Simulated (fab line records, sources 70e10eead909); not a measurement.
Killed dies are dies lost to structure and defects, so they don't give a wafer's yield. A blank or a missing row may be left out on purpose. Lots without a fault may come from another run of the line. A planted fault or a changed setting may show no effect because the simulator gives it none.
fab line records | flow nand_harc | part 2 of 2: steps 5 to 6 of 6
record lots=24 wafers=72 last_day=25
route steps=1159 shown P_M1@301 A_CHANNEL_HOLE_D1@466 A_STAIRCASE@532
lots that met no fault: from a run of the same line without faults
start_h: hours from the record's first day to the start of the lot's first wafer shown | wait_h: hours since the lot's step before | " the same as in the row above | L1.1+2: a row that stands for several wafers | - no value, or no start given | * or withheld: withheld | < > ~ a bound
route shown NAME@n: a module of which the file shows steps, and the number in the route of the first | usual: mean/standard deviation of fault-free wafers | same: alike in all rows | chamber/n: place in a boat | sites: the reading at each site | _std_site: their standard deviation | _edge_site: outer sites' mean less inner sites' | radius_mm: how far each site lies from the wafer's centre | mask NAME#n: copy n | behind: the tool/chamber that last shaped the wafer | hold: why the lot was held/for how many hours/how that ended | device: the transistor (n, p or np) that didn't switch | end of line: the same wafers' tests at the end of the route | a step without rows: its recipe alone | killed: dies lost to structure and defects at the first sort, not the wafer's yield | map: a wafer's dies, x killed, . not, _ none there
set.NAME: the setting as run; set.NAME@STEP: as run at that earlier step | model.NAME: the simulator's own value behind a step, which no gauge read
steps of the route over a sample of lots; a table a step, a row a wafer
services: from which hour (start_h, from the record's first day; less than 0 if before it) a tool's chamber was out of use, for how many hours, and why
## steps
# step NHARC_A_CHANNEL_HOLE_D1_ETCH_26
# recipe bias_v=300 source_w=2000 pressure_mtorr=30 time_s=224.1 ar_flow_sccm=375 c4f8_flow_sccm=11.4 o2_flow_sccm=113.6 temp_c=-20 target_depth_a=3000 chemistry=C4F8/O2/Ar
# usual drypump_motor_current_A=5.8/0.58 esc_clamp_current_uA=0.0207/0.0004 showerhead_plenum_p_Torr=3.85/0.051 throttle_valve_pct=24.584/0.01
# same time_s=224.1
# columns lot.wafer tool chamber start_h wait_h drypump_motor_current_A esc_clamp_current_uA rf_hours_counter_h showerhead_plenum_p_Torr throttle_valve_pct
L075.3 har_etch-02 1 191.23 0.5 5.4 0.0202 - 3.79 24.585
L075.5 " 1 " " 5.4 0.0202 - 3.79 24.570
L075.6 " 0 " " 5.2 0.0204 - 3.93 24.588
L074.4 har_etch-01 1 191.59 0.4 6.2 0.0211 - 3.88 24.589
L074.5 " 0 " " 6.6 0.0212 - 3.88 24.587
L074.6 " 1 " " 6.2 0.0211 - 3.88 24.569
L076.1 har_etch-02 1 200.74 0.7 5.4 0.0202 116 3.79 24.578
L076.4 " 0 " " 5.2 0.0204 - 3.92 24.575
L076.6 " 1 " " 5.4 0.0202 - 3.79 24.608
L078.2 har_etch-01 0 201.25 0.7 6.6 0.0212 197 3.87 24.564
L078.5 " 0 " " 6.6 0.0213 - 3.87 24.586
L078.6 " 1 " " 6.2 0.0211 - 3.87 24.592
L077.1 har_etch-02 0 204.91 0.7 5.2 0.0204 120 3.92 24.593
L077.3 " 0 " " 5.2 0.0205 - 3.92 24.582
L077.5 " 0 " " 5.2 0.0205 - 3.92 24.589
L079.1 har_etch-01 0 209.62 0.7 6.7 0.0212 201 3.87 24.592
L079.2 " 1 " " 6.2 0.0211 201 3.87 24.565
L079.6 " 0 " " 6.7 0.0212 - 3.87 24.575
L081.4 har_etch-02 0 215.08 0.5 5.2 0.0205 - 3.92 24.573
L081.3 " 1 " " 5.4 0.0203 - 3.78 24.580
L081.6 " 1 " " 5.4 0.0202 - 3.78 24.587
L080.1 har_etch-01 1 218.59 4.6 6.2 0.0211 205 3.87 24.577
L080.2 " 0 " " 6.7 0.0212 205 3.87 24.578
L080.3 " 0 " " 6.6 0.0213 - 3.87 24.587
L082.1 har_etch-02 0 226.62 0.6 5.2 0.0204 131 3.91 24.614
L082.4 " 1 " " 5.4 0.0202 - 3.78 24.577
L082.5 " 0 " " 5.2 0.0205 - 3.91 24.580
L084.1 har_etch-02 0 240.92 0.7 5.2 0.0206 136 3.91 24.563
L084.4 " 0 " " 5.2 0.0205 - 3.91 24.591
L084.5 " 0 " " 5.2 0.0205 - 3.91 24.568
L083.2 har_etch-01 0 248.98 0.6 6.6 0.0213 212 3.87 24.577
L083.4 " 1 " " 6.2 0.0211 - 3.86 24.599
L083.5 " 1 " " 6.2 0.0210 - 3.87 24.598
L086.1 har_etch-02 0 268.93 0.7 5.2 0.0204 144 3.91 24.584
L086.2 " 1 " " 5.4 0.0202 144 3.77 24.592
L086.3 " 0 " " 5.2 0.0205 - 3.91 24.585
L088.4 har_etch-01 0 269.62 0.4 6.6 0.0212 - 3.86 24.590
L088.5 " 1 " " 6.2 0.0211 - 3.86 24.579
L088.6 " 0 " " 6.6 0.0212 - 3.86 24.591
L087.4 har_etch-02 1 273.13 0.5 5.4 0.0203 - 3.77 24.582
L087.6 " 1 " " 5.4 0.0203 - 3.77 24.593
L087.5 " 0 " " 5.3 0.0205 - 3.90 24.586
L085.4 har_etch-01 0 273.75 0.5 6.7 0.0212 - 3.86 24.572
L085.5 " 0 " " 6.7 0.0213 - 3.86 24.585
L085.6 " 1 " " 6.2 0.0210 - 3.86 24.576
L089.1 har_etch-01 1 279.27 0.6 6.2 0.0210 228 3.86 24.589
L089.3 " 0 " " 6.6 0.0213 - 3.86 24.580
L089.6 " 1 " " 6.2 0.0210 - 3.86 24.596
L091.2 har_etch-02 0 280.19 0.6 5.2 0.0205 154 3.90 24.599
L091.4 " 1 " " 5.4 0.0203 - 3.77 24.576
L091.6 " 1 " " 5.4 0.0202 - 3.77 24.589
L090.2 har_etch-01 0 283.42 0.6 6.6 0.0213 232 3.85 24.582
L090.4 " 0 " " 6.6 0.0212 - 3.85 24.590
L090.5 " 1 " " 6.2 0.0210 - 3.85 24.575
L093.2 har_etch-02 0 286.31 0.7 5.2 0.0205 158 3.90 24.564
L093.1 " 1 " " 5.4 0.0202 158 3.76 24.568
L093.3 " 1 " " 5.4 0.0203 - 3.76 24.586
L092.2 har_etch-01 0 287.54 0.7 6.7 0.0212 236 3.85 24.569
L092.3 " 0 " " 6.7 0.0212 - 3.85 24.584
L092.6 " 0 " " 6.6 0.0213 - 3.85 24.595
L094.1 har_etch-01 0 296.81 0.7 6.6 0.0212 241 3.85 24.591
L094.4 " 1 " " 6.2 0.0211 - 3.85 24.582
L094.6 " 1 " " 6.2 0.0211 - 3.85 24.569
L095.2 har_etch-02 1 297.02 0.7 5.4 0.0203 164 3.76 24.565
L095.4 " 1 " " 5.4 0.0203 - 3.76 24.573
L095.6 " 1 " " 5.4 0.0203 - 3.76 24.596
L096.2 har_etch-02 1 308.00 0.6 5.4 0.0203 168 3.76 24.590
L096.3 " 0 " " 5.2 0.0205 - 3.89 24.594
L096.5 " 1 " " 5.4 0.0203 - 3.76 24.597
L097.2 har_etch-02 0 317.99 0.7 5.2 0.0205 178 3.89 24.585
L097.1 " 1 " " 5.4 0.0203 178 3.75 24.576
L097.6 " 0 " " 5.2 0.0206 - 3.89 24.587
# step NHARC_A_STAIRCASE_ETCH_170
# recipe target_depth_a=2000 time_s=66.667 ion_energy_ev=250 c4f6_flow_sccm=25 o2_flow_sccm=20 ar_flow_sccm=500 rf_w=600 bias_w=500 chemistry=C4F6/O2
# usual drypump_motor_current_A=5.8/0.35 oes_product_au=0.972/0.015 rf_vpp_V=547.6/2.3 showerhead_plenum_p_Torr=3.95/0.11 throttle_valve_pct=26.904/0.0096
# same time_s=66.667
# columns lot.wafer tool chamber start_h wait_h drypump_motor_current_A oes_product_au rf_hours_counter_h rf_vpp_V showerhead_plenum_p_Torr throttle_valve_pct
L075.3 rie_diel-05 3 - - 5.9 0.994 27 543.6 3.73 26.887
L075.6 " 0 " " 6.1 0.978 - 547.5 3.96 26.900
L075.5 " 1 " " 6.0 0.973 - 548.8 4.07 26.906
L074.4 rie_diel-11 0 - - 5.3 0.987 15 546.2 3.92 26.899
L074.6 " 0 " " 5.3 0.988 - 545.9 3.92 26.905
L074.5 " 1 " " 5.5 0.978 - 548.9 4.01 26.923
L076.1 rie_diel-11 2 - - 6.1 0.980 17 552.1 4.18 26.913
L076.4 " 3 " " 5.9 0.974 18 549.6 4.02 26.894
L076.6 " 2 " " 6.1 0.972 - 552.3 4.18 26.912
L078.2 rie_diel-04 2 - - 5.6 0.961 45 544.7 3.84 26.896
L078.6 " 3 " " 6.2 0.972 - 547.1 3.96 26.920
L078.5 " 0 " " 6.0 0.965 - 546.8 4.02 26.907
L077.1 rie_diel-11 0 - - 5.3 0.976 19 546.7 3.92 26.891
L077.3 " 3 " " 5.9 0.978 20 547.7 4.02 26.907
L077.5 " 0 " " 5.3 0.969 - 546.6 3.92 26.900
L079.2 rie_diel-05 0 - - 6.2 0.982 33 548.0 3.95 26.909
L079.1 " 2 " " 5.4 0.982 37 546.3 3.88 26.908
L079.6 " 0 " " 6.1 0.975 - 546.7 3.95 26.901
L080.3 rie_diel-04 3 - - 6.2 0.936 59 547.5 3.96 26.903
L080.1 " 0 " " 6.0 0.952 58 548.2 4.01 26.900
L080.2 " 1 " " 5.0 0.945 54 546.2 3.88 26.910
L081.3 rie_diel-05 3 - - 5.9 0.981 36 543.0 3.73 26.912
L081.4 " 0 " " 6.1 0.992 35 547.4 3.95 26.899
L081.6 " 3 " " 5.9 0.971 - 543.4 3.73 26.922
L082.1 rie_diel-11 0 - - 5.3 0.994 30 547.0 3.91 26.904
L082.4 " 1 " " 5.6 0.989 29 549.3 4.01 26.904
L082.5 " 3 " " 5.9 0.982 - 550.1 4.01 26.921
L084.4 rie_diel-11 1 - - 5.5 0.973 33 548.6 4.00 26.904
L084.1 " 3 " " 5.9 0.980 34 547.2 4.01 26.919
L084.5 " 2 " " 6.1 0.993 - 551.5 4.17 26.909
L083.4 rie_diel-04 1 - - 5.0 0.958 1 547.0 3.88 26.916
L083.2 " 2 " " 5.7 0.988 1 545.6 3.83 26.902
L083.5 " 1 " " 5.0 0.971 - 545.5 3.88 26.900
L086.2 rie_diel-04 1 - - 5.0 0.970 7 546.8 3.88 26.912
L086.1 " 3 " " 6.1 0.976 7 548.8 3.95 26.913
L086.3 " 0 " " 5.9 0.976 7 549.1 4.00 26.901
L088.4 rie_diel-05 1 - - 6.0 0.956 59 550.3 4.05 26.918
L088.6 " 2 " " 5.5 0.946 - 546.8 3.87 26.903
L088.5 " 3 " " 5.9 0.943 - 543.3 3.72 26.901
L087.4 rie_diel-04 3 - - 6.2 0.969 8 547.7 3.95 26.901
L087.5 " 3 " " 6.2 0.963 - 548.5 3.95 26.900
L087.6 " 0 " " 6.0 0.977 - 549.2 4.00 26.909
L085.4 rie_diel-11 0 - - 5.3 0.952 41 547.0 3.91 26.901
L085.5 " 3 " " 5.9 0.942 - 548.6 4.01 26.911
L085.6 " 0 " " 5.3 0.946 - 547.4 3.91 26.900
L089.1 rie_diel-05 0 - - 6.1 0.992 59 547.3 3.94 26.907
L089.3 " 2 " " 5.5 0.987 57 545.6 3.87 26.918
L089.6 " 0 " " 6.1 1.002 - 548.1 3.94 26.895
L091.2 rie_diel-05 0 - - 6.1 0.970 59 547.9 3.94 26.891
L091.4 " 0 " " 6.1 0.967 - 546.7 3.94 26.888
L091.6 " 3 " " 5.9 0.958 - 542.2 3.72 26.906
L092.2 rie_diel-11 1 - - 5.6 0.961 46 549.3 3.99 26.915
L092.3 " 0 " " 5.3 0.973 45 548.1 3.90 26.893
L092.6 " 1 " " 5.5 0.963 - 547.7 3.99 26.925
L090.4 rie_diel-11 1 - - 5.5 0.954 46 548.9 3.99 26.912
L090.2 " 3 " " 5.9 0.962 46 547.0 4.01 26.899
L090.5 " 1 " " 5.5 0.955 - 548.8 3.99 26.895
L093.2 rie_diel-04 3 - - 6.2 0.992 19 547.4 3.94 26.895
L093.1 " 1 " " 5.0 0.973 17 546.2 3.87 26.914
L093.3 " 2 " " 5.7 0.966 17 545.2 3.82 26.891
L094.1 rie_diel-11 1 - - 5.5 0.941 52 547.6 3.99 26.875
L094.4 " 2 " " 6.1 0.963 54 550.1 4.16 26.908
L094.6 " 2 " " 6.1 0.971 - 552.4 4.16 26.893
L095.2 rie_diel-11 0 - - 5.3 0.956 50 546.8 3.90 26.892
L095.4 " 2 " " 6.1 0.966 54 551.9 4.16 26.903
L095.6 " 3 " " 5.9 0.962 - 548.6 4.00 26.904
L096.3 rie_diel-04 1 - - 5.0 0.973 28 545.1 3.86 26.914
L096.2 " 2 " " 5.6 0.979 28 544.5 3.82 26.914
L096.5 " 0 " " 6.0 0.982 - 547.6 3.99 26.893
L097.2 rie_diel-04 2 - - 5.7 0.986 34 544.4 3.81 26.911
L097.1 " 1 " " 5.0 0.983 33 546.6 3.86 26.904
L097.6 " 3 " " 6.2 0.976 - 548.2 3.93 26.892
## services
# columns tool chamber start_h hours kind
rie_diel-04 - 112.04 9.0 pm
rie_diel-01 - 137.80 9.0 pm
rie_diel-11 1 139.63 2.1 repair
rie_diel-01 1 156.94 8.5 repair
pvd_sputter-01 - 161.99 10.0 pm
rie_diel-13 - 175.30 0.5 repair
rie_diel-13 2 178.47 8.5 repair
rie_diel-01 2 184.30 15.7 repair
rie_diel-11 - 189.59 9.0 pm
har_etch-01 - 194.45 0.5 repair
rie_diel-04 2 196.01 14.9 repair
pvd_sputter-02 - 214.06 10.0 pm
rie_diel-13 2 228.25 23.1 repair
rie_diel-04 1 229.80 3.6 repair
pvd_sputter-01 - 272.98 0.5 repair
rie_diel-13 - 276.22 9.0 pm
rie_diel-11 1 304.97 3.8 repair
har_etch-01 - 305.00 17.0 pm
rie_diel-11 - 310.36 0.3 repair
rie_diel-01 - 314.80 9.0 pm
rie_diel-13 1 338.45 3.7 repair
pvd_sputter-01 - 340.03 10.0 pm
rie_diel-11 3 350.25 3.7 repair
pvd_sputter-01 - 369.90 3.9 repair
